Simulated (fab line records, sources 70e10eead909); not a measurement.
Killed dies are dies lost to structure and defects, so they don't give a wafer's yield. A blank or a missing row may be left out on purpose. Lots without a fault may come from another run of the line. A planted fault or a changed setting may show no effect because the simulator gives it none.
Chamber matching | flow nand_harc | NHARC_A_ONON_D1_DEP_33 on pecvd-01: 3 sister chambers
The step deposits SiO2, target thk 200 nm. 3 wafers are shown with their chamber, then 6 later ones without.

WAFERS WITH THEIR CHAMBER
wafer  | chamber | throttle_valve_pct (%)
L626.6 | 1       | 16.2
L630.2 | 2       | 15.8
L630.3 | 0       | 15.6

WAFERS WITHOUT THEIR CHAMBER
wafer  | throttle_valve_pct (%)
L630.5 | 15.5
L633.2 | 15.6
L633.4 | 16.1
L633.6 | 16.5
L643.1 | 16.0
L643.6 | 15.4

WHICH CHAMBER EACH WENT THROUGH
wafer  | from the rows above          | in truth
L630.5 | can't be placed: 0 or 2      | 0
L633.2 | can't be placed: 0 or 2      | 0
L633.4 | can't be placed: 1 or 2      | 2
L633.6 | 1                            | 1
L643.1 | can't be placed: 1 or 2 or 0 | 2
L643.6 | can't be placed: 0 or 2      | 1
Placed correctly: 1 of 6. Can't be placed from these rows: 5 (the true chamber is among the candidates in 4). Placed wrongly: 0.
How it was worked out, from the rows above alone: a wafer's distance from a chamber is the root of the sum, over the readings, of the square of ((its reading less the chamber's mean) divided by the reading's scatter). The wafer belongs to the nearest chamber; if the next one is less than 2 further off, it can't be placed. A chamber's mean is the mean of its shown wafers. The scatter: with one shown wafer a chamber, the root of the mean of the squares of how far each hidden wafer lies from its nearest shown one.
